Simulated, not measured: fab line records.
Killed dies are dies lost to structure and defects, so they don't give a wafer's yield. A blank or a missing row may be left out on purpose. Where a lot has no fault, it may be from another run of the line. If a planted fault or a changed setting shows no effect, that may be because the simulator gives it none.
fab line records	flow nand_harc
record: lots: 6	wafers: 18	last_day: 33
route steps=1302 shown A_M0@1164 A_M1@1169 END@1302
lots that met no fault: from a run of the same line without faults
start_h: start of the lot's first displayed wafer, in hours after the record's first day	wait_h: hours elapsed since this lot's preceding step	" identical to the entry in the row above	L1.1+2: several wafers, shown together as one row	- no value, or no start was given	* or withheld: withheld	< > ~ a bound
route shown NAME@n: a module of which the file shows steps, and the number in the route of the first	usual: mean/standard deviation taken from wafers without a fault	same: alike in all rows	chamber/n: place in a boat	sites: readings site by site	_std_site: the standard deviation of these	_edge_site: inner sites' mean taken away from outer sites' mean	radius_mm: how far each site lies from the wafer's centre	mask NAME#n: copy n	behind: the most recent tool/chamber to have shaped the wafer	hold: cause of the lot's hold/its duration in hours/its outcome	device: the transistor (n, p or np) that didn't switch	end of line: tests of these same wafers at the route's end	for a step that has no rows: nothing shown but its recipe	killed: the dies lost at the first sort to structure and to defects; this is not the yield of the wafer	map: per-die view of a wafer (x killed, . not killed, _ where there is no die)
set.NAME: setting as actually run; set.NAME@STEP: the setting as run at that earlier step	model.NAME: the simulator's own value behind a step, which no gauge read
lots at some steps of the route; a table a step, a row a wafer
services: a tool's chamber out of use, with start hour (start_h, from the record's first day; less than 0 if before it), hours out, and reason
== steps ==
step: NHARC_A_M0_SRD_25
step: NHARC_A_M0_INSPECT_27
usual: raw_defect_count: 493/87
lot.wafer	tool	chamber	start_h	wait_h	raw_defect_count
L442.1	defect_inspect-01	-	537.93	0.0	449
L442.5	"	-	"	"	539
L442.6	"	-	"	"	516
L445.1	defect_inspect-01	-	579.85	0.0	723
L445.2	"	-	"	"	608
L445.4	"	-	"	"	653
L455.1	defect_inspect-02	-	678.50	0.0	358
L455.2	"	-	"	"	438
L455.6	"	-	"	"	426
L454.1	defect_inspect-02	-	694.43	0.0	447
L454.4	"	-	"	"	484
L454.6	"	-	"	"	479
L460.2	defect_inspect-01	-	710.10	0.0	455
L460.3	"	-	"	"	557
L460.6	"	-	"	"	446
L463.2	defect_inspect-01	-	755.99	0.0	392
L463.3	"	-	"	"	507
L463.6	"	-	"	"	408
step: NHARC_A_M0_PRE_CLEAN_31
recipe: time_s: 12	temp_c: 370	rf_power_w: 300	gas: NH3
usual: heater_power_w: 611/98	rf_fwd_power_W: 292.6/0.92
same: time_s: 12
lot.wafer	tool	chamber	start_h	wait_h	heater_power_w	rf_fwd_power_W
L442.1	pecvd-03	1	538.02	0.1	627	292.1
L442.5	"	2	"	"	647	292.8
L442.6	"	1	"	"	637	294.5
L445.1	pecvd-02	0	579.93	0.1	531	292.9
L445.2	"	1	"	"	712	291.5
L445.4	"	2	"	"	627	293.2
L455.2	pecvd-02	0	678.57	0.1	537	293.1
L455.1	"	1	"	"	705	291.5
L455.6	"	1	"	"	711	292.5
L454.1	pecvd-02	2	694.50	0.1	662	291.6
L454.6	"	2	"	"	671	292.4
L454.4	"	1	"	"	698	292.3
L460.3	pecvd-03	0	710.17	0.1	454	293.6
L460.2	"	1	"	"	655	294.2
L460.6	"	2	"	"	742	293.6
L463.2	pecvd-03	1	756.06	0.1	602	292.3
L463.3	"	1	"	"	582	293.9
L463.6	"	2	"	"	682	292.9
step: NHARC_A_M0_DEP_32
recipe: target_thk_a: 300	temp_c: 370	target_thk_nm: 30	pressure_torr: 3	flow_sccm: 200	rf_w: 450	material: SiCN
usual: heater_power_w: 558/100	rf_fwd_power_W: 449.2/1.2
lot.wafer	tool	chamber	start_h	wait_h	heater_power_w	rf_fwd_power_W
L442.1	pecvd-03	1	538.16	0.1	502	450.8
L442.5	"	2	"	"	639	449.1
L442.6	"	1	"	"	495	451.2
L445.1	pecvd-02	0	580.04	0.1	524	447.7
L445.2	"	1	"	"	621	451.1
L445.4	"	2	"	"	575	450.0
L455.2	pecvd-02	0	678.65	0.1	466	448.2
L455.1	"	1	"	"	716	450.4
L455.6	"	1	"	"	731	449.1
L454.1	pecvd-02	2	694.57	0.1	613	447.8
L454.6	"	2	"	"	615	449.2
L454.4	"	1	"	"	697	448.2
L460.3	pecvd-03	0	710.24	0.1	393	448.7
L460.2	"	1	"	"	611	451.3
L460.6	"	2	"	"	666	450.3
L463.2	pecvd-03	1	756.18	0.1	535	449.6
L463.3	"	1	"	"	548	449.4
L463.6	"	2	"	"	594	450.9
step: NHARC_A_M1_DEP_00
recipe: target_thk_a: 1825	target_thk_nm: 182.5	temp_c: withheld	pressure_torr: 5	flow_sccm: 200	rf_w: 600	material: SiOC
step: NHARC_A_M1_DEHYDRATE_01
recipe: temp_c: 150	time_s: 120
step: NHARC_A_M1_HMDS_02
recipe: time_s: 30
step: NHARC_A_M1_COAT_34
recipe: temp_c: 200	time_s: 65
step: NHARC_A_M1_COAT_03
recipe: spin_rpm: 1500	resist_thk_nm: 90
step: NHARC_A_M1_SOFTBAKE_04
recipe: temp_c: 105	time_s: 55
step: NHARC_A_M1_EBR_05
step: NHARC_A_M1_EXPOSE_06
recipe: na: 1.35	target_cd_nm: 120	dose_mj: 75.13	mask_id: A_M1
usual: exposure_dose_mJ_cm2: 75.15/0.076
lot.wafer	tool	chamber	start_h	wait_h	mask	exposure_dose_mJ_cm2
L442.1	arfi_scanner-03	0	539.05	-	A_M1#0	75.30
L442.5	"	0	"	"	A_M1#0	75.18
L442.6	"	0	"	"	A_M1#0	75.35
L445.1	arfi_scanner-02	0	581.08	-	A_M1#0	75.06
L445.2	"	0	"	"	A_M1#0	75.22
L445.4	"	0	"	"	A_M1#0	75.14
L455.1	arfi_scanner-03	0	679.76	-	A_M1#0	78.15
L455.2	"	0	"	"	A_M1#0	78.17
L455.6	"	0	"	"	A_M1#0	78.23
L454.1	arfi_scanner-02	0	695.66	-	A_M1#0	75.09
L454.4	"	0	"	"	A_M1#0	75.01
L454.6	"	0	"	"	A_M1#0	75.02
L460.2	arfi_scanner-03	0	711.49	-	A_M1#0	77.61
L460.3	"	0	"	"	A_M1#0	77.51
L460.6	"	0	"	"	A_M1#0	77.67
L463.2	arfi_scanner-01	0	757.30	-	A_M1#0	75.10
L463.3	"	0	"	"	A_M1#0	75.29
L463.6	"	0	"	"	A_M1#0	75.30
step: NHARC_A_M1_PEB_07
recipe: peb_temp_c: 100	peb_time_s: 65
step: NHARC_A_M1_DEVELOP_08
recipe: develop_time_s: 35	dev_temp_c: 23
step: NHARC_A_M1_CD_MEAS_09
recipe: target_cd_nm: 120	landing_energy_ev: 500
usual: cd_nm: 120.5/0.63
lot.wafer	tool	chamber	start_h	wait_h	hold	cd_nm
L442.1	cd_sem-03	0	539.19	-	-	120.7
L442.5	"	0	"	"	-	121.0
L442.6	"	0	"	"	-	119.9
L445.1	cd_sem-01	0	581.22	-	-	120.2
L445.2	"	0	"	"	-	120.1
L445.4	"	0	"	"	-	119.6
L455.1	cd_sem-02	0	679.90	-	await_dispo/0.2h/release	123.2
L455.2	"	0	"	"	await_dispo/0.2h/release	123.3
L455.6	"	0	"	"	await_dispo/0.2h/release	122.9
L455.1	cd_sem-02	0	-	-	-	123.1
L455.2	"	0	"	"	-	123.0
L455.6	"	0	"	"	-	123.1
L454.1	cd_sem-02	0	695.80	-	-	120.2
L454.4	"	0	"	"	-	120.4
L454.6	"	0	"	"	-	120.2
L460.2	cd_sem-03	0	711.63	-	-	122.9
L460.3	"	0	"	"	-	122.2
L460.6	"	0	"	"	-	122.5
L463.2	cd_sem-02	0	757.44	-	-	120.9
L463.3	"	0	"	"	-	121.1
L463.6	"	0	"	"	-	121.0
step: NHARC_A_M1_OVL_MEAS_10
recipe: pitch_nm: 240
usual: overlay_x_nm: -0.1/0.77	overlay_y_nm: -0.3/0.86
lot.wafer	tool	chamber	start_h	wait_h	hold	overlay_x_nm	overlay_y_nm
L442.1	overlay-01	-	539.28	-	-	-0.1	0.4
L442.5	"	-	"	"	-	0.1	0.7
L442.6	"	-	"	"	-	-0.4	0.8
L445.1	overlay-02	-	581.31	-	-	0.6	0.7
L445.2	"	-	"	"	-	0.5	1.3
L445.4	"	-	"	"	-	0.1	0.9
L455.1	overlay-01	-	684.38	-	await_dispo/4.2h/release	2.0	-1.2
L455.2	"	-	"	"	await_dispo/4.2h/release	1.6	-1.0
L455.6	"	-	"	"	await_dispo/4.2h/release	1.3	-0.9
L454.1	overlay-02	-	695.89	-	-	-0.1	0.6
L454.4	"	-	"	"	-	0.0	0.8
L454.6	"	-	"	"	-	0.2	0.4
L460.2	overlay-02	-	711.71	-	-	0.8	0.5
L460.3	"	-	"	"	-	0.7	0.5
L460.6	"	-	"	"	-	0.6	0.2
L463.2	overlay-02	-	757.52	-	-	-0.2	-1.1
L463.3	"	-	"	"	-	-0.1	-0.8
L463.6	"	-	"	"	-	-0.4	-0.8
step: NHARC_A_M1_INSPECT_11
usual: raw_defect_count: 88/25
lot.wafer	tool	chamber	start_h	wait_h	raw_defect_count
L442.1	defect_inspect-02	-	539.31	0.0	90
L442.5	"	-	"	"	111
L442.6	"	-	"	"	113
L445.1	defect_inspect-01	-	581.35	0.0	123
L445.2	"	-	"	"	102
L445.4	"	-	"	"	119
L455.1	defect_inspect-01	-	684.42	0.0	69
L455.2	"	-	"	"	65
L455.6	"	-	"	"	67
L454.1	defect_inspect-02	-	695.93	0.0	108
L454.4	"	-	"	"	84
L454.6	"	-	"	"	100
L460.2	defect_inspect-02	-	711.75	0.0	131
L460.3	"	-	"	"	116
L460.6	"	-	"	"	114
L463.2	defect_inspect-01	-	757.59	0.1	75
L463.3	"	-	"	"	82
L463.6	"	-	"	"	61
step: NHARC_A_M1_DESCUM_14
recipe: time_s: 3	o2_flow_sccm: 200	ar_flow_sccm: 0	bias_power_w: 0	chemistry: O2
usual: drypump_motor_current_A: 5.9/0.38	oes_product_au: 0.999/0.0085	rf_vpp_V: 57.8/0.92	showerhead_plenum_p_Torr: 1.91/0.074	throttle_valve_pct: 11.311/0.0091
same: time_s: 3
lot.wafer	tool	chamber	start_h	wait_h	drypump_motor_current_A	oes_product_au	rf_hours_counter_h	rf_vpp_V	showerhead_plenum_p_Torr	throttle_valve_pct	model.A_M1.cd_nm
L442.1	rie_diel-03	2	539.37	0.1	6.3	0.988	3.0	59.0	1.91	11.306	121.4
L442.6	"	2	"	"	6.3	1.001	-	59.2	1.91	11.322	120.4
L442.5	"	3	"	"	5.7	1.001	-	56.3	1.79	11.307	121
L445.4	rie_diel-09	2	581.41	0.1	6.1	0.993	6.4	57.0	1.94	11.308	119.9
L445.2	"	3	"	"	6.2	1.000	6.0	57.1	1.85	11.311	120.5
L445.1	"	0	"	"	6.4	1.001	6.0	58.6	1.83	11.315	120.4
L455.2	rie_diel-03	3	684.49	0.1	5.7	1.017	2.1	57.3	1.78	11.324	121.8
L455.1	"	0	"	"	5.3	1.013	1.9	57.1	1.86	11.312	123.2
L455.6	"	3	"	"	5.7	1.017	-	58.7	1.78	11.301	122.8
L454.1	rie_diel-12	1	695.99	0.1	6.4	1.000	1.8	58.7	2.05	11.294	119.5
L454.6	"	1	"	"	6.3	0.991	-	58.2	2.05	11.319	119.9
L454.4	"	0	"	"	6.2	0.995	-	58.6	2.01	11.318	121.4
L460.2	rie_diel-09	0	711.82	0.1	6.4	0.997	1.7	57.4	1.82	11.319	123.2
L460.3	"	2	"	"	6.2	1.000	2.6	57.7	1.94	11.315	123
L460.6	"	3	"	"	6.3	1.006	-	55.7	1.84	11.309	122.7
L463.3	rie_diel-12	2	757.65	0.1	5.7	0.991	3.0	58.4	1.96	11.307	121.7
L463.2	"	3	"	"	5.3	0.992	2.1	57.0	1.88	11.318	120.4
L463.6	"	2	"	"	5.7	1.008	-	57.6	1.96	11.308	121.6
step: NHARC_A_M1_ETCH_35
recipe: target_depth_a: 400	overetch_a: 120	time_s: 43.94	ion_energy_ev: 200	n2_flow_sccm: 150	h2_flow_sccm: 150	ar_flow_sccm: 0	rf_w: 400	bias_w: 150	chemistry: N2/H2
usual: drypump_motor_current_A: 5.9/0.39	oes_product_au: 1.000/0.0086	rf_fwd_power_W: 394.6/2	rf_vpp_V: 430.5/2.4	showerhead_plenum_p_Torr: 2.04/0.081	throttle_valve_pct: 14.170/0.0091
same: time_s: 43.94
lot.wafer	tool	chamber	start_h	wait_h	drypump_motor_current_A	oes_product_au	rf_fwd_power_W	rf_hours_counter_h	rf_vpp_V	showerhead_plenum_p_Torr	throttle_valve_pct
L442.1	rie_diel-03	3	539.48	0.1	5.7	1.008	392.5	3.3	427.4	1.90	14.171
L442.6	"	0	"	"	5.3	1.005	397.6	-	427.9	1.98	14.176
L442.5	"	1	"	"	5.8	1.009	396.2	-	430.3	2.06	14.175
L445.1	rie_diel-09	0	581.50	0.1	6.3	1.000	394.2	6.0	428.8	1.94	14.169
L445.2	"	1	"	"	6.2	1.013	395.5	6.4	431.9	2.10	14.176
L445.4	"	2	"	"	6.2	1.012	397.5	6.4	430.6	2.07	14.174
L455.2	rie_diel-03	1	684.56	0.1	5.8	1.004	395.9	1.9	432.2	2.06	14.165
L455.1	"	0	"	"	5.4	1.016	396.0	1.9	429.6	1.98	14.177
L455.6	"	1	"	"	5.8	1.013	395.1	-	432.0	2.06	14.178
L454.1	rie_diel-12	2	696.10	0.1	5.7	1.003	395.9	1.8	431.6	2.09	14.167
L454.6	"	1	"	"	6.3	0.996	389.6	-	434.5	2.19	14.159
L454.4	"	0	"	"	6.2	1.012	393.6	-	432.2	2.15	14.181
L460.2	rie_diel-09	1	711.90	0.1	6.2	1.006	396.6	2.6	432.2	2.09	14.168
L460.3	"	3	"	"	6.3	1.007	392.6	2.7	428.5	1.96	14.182
L460.6	"	1	"	"	6.2	0.992	396.6	-	429.7	2.09	14.173
L463.3	rie_diel-12	3	757.75	0.1	5.3	0.994	396.4	2.1	429.7	2.01	14.178
L463.2	"	2	"	"	5.7	0.992	393.1	3.0	432.7	2.09	14.179
L463.6	"	0	"	"	6.2	0.992	393.8	-	434.4	2.15	14.188
step: NHARC_A_M1_ETCH_15
recipe: target_depth_a: 1825	time_s: 91.2	c4f8_flow_sccm: withheld	ar_flow_sccm: 400	rf_w: 600	bias_w: 300	chemistry: C4F8/Ar
usual: oes_product_au: 0.951/0.024	rf_fwd_power_W: 595.7/2.2	rf_vpp_V: 440.8/2.3
same: time_s: 91.2
lot.wafer	tool	chamber	start_h	wait_h	oes_product_au	rf_fwd_power_W	rf_hours_counter_h	rf_vpp_V
L442.1	rie_diel-03	2	-	-	0.964	594.2	3.1	439.7
L442.5	"	0	"	"	0.980	596.8	-	439.2
L442.6	"	1	"	"	0.984	598.6	-	441.7
L445.2	rie_diel-09	0	-	-	0.923	595.0	6.0	438.1
L445.1	"	1	"	"	0.926	597.7	6.4	443.3
L445.4	"	2	"	"	0.924	593.9	6.4	441.9
L455.1	rie_diel-03	1	-	-	0.982	597.0	1.9	441.3
L455.2	"	2	"	"	0.966	595.7	2.2	440.1
L455.6	"	2	"	"	0.967	594.7	-	440.6
L454.1	rie_diel-12	2	-	-	0.925	593.1	1.8	441.7
L454.4	"	3	"	"	0.923	593.7	1.0	438.8
L454.6	"	2	"	"	0.912	595.6	-	442.4
L460.2	rie_diel-09	3	-	-	0.958	595.2	2.7	438.8
L460.3	"	2	"	"	0.942	595.9	2.6	441.1
L460.6	"	3	"	"	0.958	596.9	-	438.2
L463.3	rie_diel-12	0	-	-	0.926	593.8	2.9	444.5
L463.2	"	2	"	"	0.926	597.8	3.0	442.9
L463.6	"	0	"	"	0.924	593.9	-	445.2
step: NHARC_A_M1_CD_MEAS_16
usual: cd_nm: 120.6/0.84
lot.wafer	tool	chamber	start_h	wait_h	cd_nm
L442.1	cd_sem-03	-	539.68	-	121.1
L442.5	"	-	"	"	120.6
L442.6	"	-	"	"	120.8
L445.1	cd_sem-02	-	581.71	-	121.0
L445.2	"	-	"	"	120.5
L445.4	"	-	"	"	120.4
L455.1	cd_sem-01	-	684.81	-	123.8
L455.2	"	-	"	"	122.0
L455.6	"	-	"	"	123.1
L454.1	cd_sem-02	-	696.32	-	119.2
L454.4	"	-	"	"	121.7
L454.6	"	-	"	"	119.4
L460.2	cd_sem-03	-	712.12	-	123.5
L460.3	"	-	"	"	123.1
L460.6	"	-	"	"	122.6
L463.2	cd_sem-02	-	758.00	-	120.1
L463.3	"	-	"	"	122.0
L463.6	"	-	"	"	122.5
step: NHARC_A_M1_STRIP_18
recipe: power_w: 1000	n2_flow_sccm: 150	h2_flow_sccm: 150	ar_flow_sccm: 0	bias_w: 0	chemistry: N2/H2
usual: drypump_motor_current_A: 6.0/0.37	oes_product_au: 1.001/0.0077	rf_fwd_power_W: 997/3.1	rf_vpp_V: 90.7/0.96	showerhead_plenum_p_Torr: 2.03/0.079	throttle_valve_pct: 14.171/0.009
lot.wafer	tool	chamber	start_h	wait_h	drypump_motor_current_A	oes_product_au	rf_fwd_power_W	rf_hours_counter_h	rf_vpp_V	showerhead_plenum_p_Torr	throttle_valve_pct
L442.1	rie_diel-09	2	539.78	0.1	6.1	0.993	997	2.5	91.3	2.07	14.174
L442.6	"	1	"	"	6.2	1.005	997	-	92.0	2.10	14.162
L442.5	"	2	"	"	6.2	0.992	996	-	90.8	2.07	14.159
L445.4	rie_diel-12	1	581.82	0.1	6.4	1.006	998	3.4	92.5	2.19	14.171
L445.2	"	2	"	"	5.7	0.995	995	3.9	91.8	2.09	14.164
L445.1	"	3	"	"	5.3	0.996	1000	3.4	90.3	2.01	14.177
L455.2	rie_diel-03	0	684.93	0.1	5.3	1.005	1000	2.0	90.9	1.98	14.168
L455.1	"	1	"	"	5.9	1.000	995	2.0	91.1	2.06	14.164
L455.6	"	3	"	"	5.7	1.006	997	-	90.1	1.90	14.150
L454.1	rie_diel-09	2	696.40	0.1	6.1	0.988	997	0.8	90.4	2.07	14.162
L454.4	"	0	"	"	6.3	0.990	993	0.9	89.4	1.94	14.168
L454.6	"	3	"	"	6.3	1.011	997	-	90.3	1.96	14.166
L460.3	rie_diel-12	2	712.19	0.1	5.7	0.994	996	2.1	90.6	2.09	14.177
L460.2	"	3	"	"	5.3	0.996	995	1.3	89.7	2.01	14.156
L460.6	"	2	"	"	5.7	1.001	996	-	89.7	2.09	14.162
L463.2	rie_diel-03	2	758.07	0.1	6.3	1.007	994	6.0	90.9	2.03	14.191
L463.3	"	0	"	"	5.3	1.003	1007	7.1	91.3	1.98	14.163
L463.6	"	3	"	"	5.7	0.997	1004	-	89.9	1.90	14.170
step: NHARC_A_M1_ETCH_28
recipe: target_depth_a: 300	over_etch_frac: 0.3	time_s: 72.99	ion_energy_ev: 150	cf4_flow_sccm: 50	n2_flow_sccm: 100	ar_flow_sccm: 150	rf_w: 300	bias_w: 100	chemistry: CF4/N2
usual: drypump_motor_current_A: 6.0/0.37	oes_product_au: 1.000/0.0081	rf_fwd_power_W: 297.2/1.1	rf_vpp_V: 314.1/1.9	showerhead_plenum_p_Torr: 2.62/0.093	throttle_valve_pct: 19.794/0.0087
same: time_s: 72.99
lot.wafer	tool	chamber	start_h	wait_h	drypump_motor_current_A	oes_product_au	rf_fwd_power_W	rf_hours_counter_h	rf_vpp_V	showerhead_plenum_p_Torr	throttle_valve_pct	model.A_M1.cd_nm
L442.1	rie_diel-09	0	-	-	6.4	1.002	295.8	3.4	311.7	2.51	19.779	121.7
L442.5	"	2	"	"	6.2	0.991	298.2	-	315.0	2.66	19.804	122.1
L442.6	"	3	"	"	6.3	1.001	295.7	-	312.4	2.54	19.795	120.7
L445.4	rie_diel-12	2	-	-	5.7	0.997	296.6	3.9	314.1	2.69	19.798	120.3
L445.2	"	0	"	"	6.2	0.994	297.3	3.2	317.6	2.76	19.796	119.7
L445.1	"	1	"	"	6.3	0.994	295.2	3.5	316.4	2.80	19.779	120.9
L455.2	rie_diel-03	3	-	-	5.7	1.008	294.9	2.3	311.3	2.46	19.791	122.1
L455.1	"	0	"	"	5.3	1.003	299.2	2.0	312.8	2.55	19.788	123.7
L455.6	"	3	"	"	5.7	1.006	295.9	-	311.1	2.46	19.775	123.1
L454.4	rie_diel-09	1	-	-	6.2	1.003	298.2	1.0	315.5	2.69	19.804	121.2
L454.1	"	0	"	"	6.4	0.997	296.3	0.9	312.6	2.51	19.798	119.6
L454.6	"	1	"	"	6.2	1.001	297.7	-	316.0	2.69	19.808	119.4
L460.2	rie_diel-12	0	-	-	6.2	0.995	295.8	2.0	316.9	2.76	19.778	123
L460.3	"	1	"	"	6.3	0.985	294.7	2.2	316.9	2.80	19.794	123.9
L460.6	"	2	"	"	5.7	0.984	297.3	-	315.8	2.69	19.781	123.2
L463.3	rie_diel-03	3	-	-	5.7	0.997	295.6	7.3	310.1	2.46	19.790	122.1
L463.2	"	0	"	"	5.3	1.013	297.7	7.1	313.5	2.55	19.790	120.5
L463.6	"	3	"	"	5.7	1.002	296.4	-	310.4	2.46	19.806	121.8
step: NHARC_A_M1_STRIP_19
recipe: time_s: 600	temp_c: 30	chemistry: post_etch_residue_remover
step: NHARC_END_SORT_01
recipe: temp_c: 25
usual: defect_limited_yield: 90.2/2.3	killed_at_array: 62/15	killed_at_other: 0.8/1	killed_at_periphery: 3.7/2.6	killed_dies: 66/15	killed_open: 3.1/1.8	killed_short: 2.6/1.7
same: gross_dies: 677
lot.wafer	tool	chamber	start_h	wait_h	defect_limited_yield[%]	killed_at_array	killed_at_other	killed_at_periphery	killed_dies	killed_open	killed_short
L445.1	prober-01	0	617.10	2.5	86.9	84	1	4	89	1	2
L445.2	prober-01	0	617.89	2.8	89.1	70	1	3	74	2	3
L445.4	prober-01	0	619.48	3.4	86.0	94	0	1	95	2	2
L455.1	prober-01	0	723.63	2.5	91.1	54	3	3	60	3	2
L455.2	prober-01	0	724.43	2.8	93.2	46	0	0	46	2	3
L455.6	prober-01	0	727.62	4.0	91.6	52	2	3	57	6	4
L460.2	prober-01	0	748.34	2.8	88.5	76	1	1	78	1	2
L460.3	prober-01	0	749.14	3.1	88.2	76	2	2	80	1	4
L460.6	prober-01	0	751.53	4.0	87.9	81	0	1	82	2	3
killed by level:class
L445.1 A_SLIT:chamber_film_flake=32 A_CHANNEL_HOLE_D2:chamber_film_flake=31 A_CONTACT:chamber_film_flake=6 A_CHANNEL_HOLE_D1:chamber_film_flake=4 A_CHANNEL_FILL_D2:chamber_film_flake=4 P_GATE:chamber_film_flake=2 A_WL_FILL:chamber_film_flake=2 A_ONON_D1:geometric_particle:open=1
L445.2 A_CHANNEL_HOLE_D2:chamber_film_flake=26 A_SLIT:chamber_film_flake=25 A_CONTACT:chamber_film_flake=5 A_CHANNEL_FILL_D2:chamber_film_flake=3 A_SGD_CUT:chamber_film_flake=3 A_CHANNEL_FILL_D2:geometric_particle:short=2 A_M0:geometric_particle:open=2 A_CHANNEL_HOLE_D1:chamber_film_flake=2
L445.4 A_CHANNEL_HOLE_D2:chamber_film_flake=39 A_SLIT:chamber_film_flake=27 A_CONTACT:chamber_film_flake=7 A_WL_FILL:chamber_film_flake=5 A_CHANNEL_FILL_D2:chamber_film_flake=4 A_CHANNEL_HOLE_D1:chamber_film_flake=3 A_SGD_CUT:chamber_film_flake=3 A_M0:geometric_particle:open=2
L455.1 A_CHANNEL_HOLE_D1:chamber_film_flake=31 A_STAIRCASE:chamber_film_flake=7 A_SLIT:chamber_film_flake=4 A_CONTACT:chamber_film_flake=3 A_BLC:chamber_film_flake=3 THIN_TSV:chamber_film_flake=3 P_M0:geometric_particle:open=1 A_ONON_D1:geometric_particle:short=1
L455.2 A_CHANNEL_HOLE_D1:chamber_film_flake=23 A_SLIT:chamber_film_flake=4 A_STAIRCASE:chamber_film_flake=4 A_CONTACT:chamber_film_flake=3 A_BLC:chamber_film_flake=3 A_CHANNEL_FILL_D2:chamber_film_flake=2 A_CHANNEL_FILL_D1:geometric_particle:open=1 A_CHANNEL_HOLE_D2:geometric_particle:short=1
L455.6 A_CHANNEL_HOLE_D1:chamber_film_flake=32 A_CONTACT:chamber_film_flake=3 A_CHANNEL_FILL_D2:geometric_particle:short=2 A_BLC:geometric_particle:open=2 P_GATE:chamber_film_flake=2 A_ZERO_WELL:chamber_film_flake=2 A_STAIRCASE:chamber_film_flake=2 A_SLIT:chamber_film_flake=2
L460.2 A_SLIT:chamber_film_flake=30 A_CHANNEL_HOLE_D2:chamber_film_flake=16 A_CHANNEL_HOLE_D1:chamber_film_flake=13 A_WL_FILL:chamber_film_flake=4 A_CHANNEL_FILL_D1:chamber_film_flake=3 A_CONTACT:chamber_film_flake=3 A_CHANNEL_HOLE_D2:geometric_particle:short=2 A_STAIRCASE:chamber_film_flake=2
L460.3 A_SLIT:chamber_film_flake=23 A_CHANNEL_HOLE_D1:chamber_film_flake=20 A_CHANNEL_HOLE_D2:chamber_film_flake=18 A_STAIRCASE:chamber_film_flake=5 A_DECK1_JOINT:geometric_particle:short=2 A_CHANNEL_FILL_D1:chamber_film_flake=2 A_WL_FILL:chamber_film_flake=2 THIN_TSV:chamber_film_flake=2
L460.6 A_SLIT:chamber_film_flake=31 A_CHANNEL_HOLE_D2:chamber_film_flake=19 A_CHANNEL_HOLE_D1:chamber_film_flake=16 A_STAIRCASE:chamber_film_flake=5 A_WL_FILL:chamber_film_flake=3 A_ONON_D1:geometric_particle:open=1 A_DECK1_JOINT:geometric_particle:open=1 A_CHANNEL_HOLE_D2:geometric_particle:short=1
== services ==
tool	chamber	start_h	hours	kind
rie_diel-09	0	519.39	1.6	repair
rie_diel-12	3	546.12	16.8	repair
pecvd-03	-	547.56	13.0	pm
pecvd-02	1	559.37	4.9	repair
pecvd-02	-	572.78	1.7	repair
rie_diel-03	0	586.87	1.5	repair
pecvd-02	-	590.01	13.0	pm
rie_diel-09	2	598.68	2.5	repair
pecvd-03	2	598.88	3.7	repair
rie_diel-12	2	614.06	7.4	repair
rie_diel-12	-	622.44	9.0	pm
rie_diel-03	0	626.34	4.5	repair
rie_diel-09	0	628.69	6.9	repair
rie_diel-03	-	635.30	9.0	pm
rie_diel-09	-	674.11	9.0	pm
rie_diel-03	2	684.99	1.5	repair
rie_diel-12	0	685.09	4.9	repair
rie_diel-03	-	697.52	0.7	repair
rie_diel-09	0	699.05	5.2	repair
pecvd-02	0	704.68	9.6	repair
pecvd-02	2	714.10	12.9	repair
pecvd-03	-	728.81	13.0	pm
rie_diel-03	2	750.20	1.4	repair
rie_diel-12	1	755.48	20.4	repair
== key ==
first_sign: step: NHARC_A_M1_EXPOSE_06	reading: exposure_dose_mJ_cm2	direction: up	sigmas: 36	usual: 75.15	struck: 77.89
effect: step: NHARC_A_M1_CD_MEAS_09	reading: visit	direction: added	through: control_loop
effect: step: NHARC_A_M1_CD_MEAS_16	reading: cd_nm	direction: up	sigmas: 2.8	usual: 120.6	struck: 123.0	through: control_loop
model_effect: step: NHARC_A_M1_DESCUM_14	value: A_M1.cd_nm	without: 120.6	struck: 122.8
model_effect: step: NHARC_A_M1_ETCH_28	value: A_M1.cd_nm	without: 121	struck: 123.2
met_at NHARC_A_M1_EXPOSE_06
struck_wafers L455.1,L455.2,L455.6,L460.2,L460.3,L460.6
loop_trim: step: NHARC_A_M1_EXPOSE_06	setting: dose	lots: L460
onset_between 539.05 679.76
fault: kind: process_parameter_drift	tool: arfi_scanner-03	chamber: -	onset_h: 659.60	steps: NHARC_A_M1_EXPOSE_06	channel: dose_mj	offset: 3.1057	shape: step	acts_in: these_recipes_only	stated: 75.13
loop_trim: a control loop set the setting to another value than it would have without faults
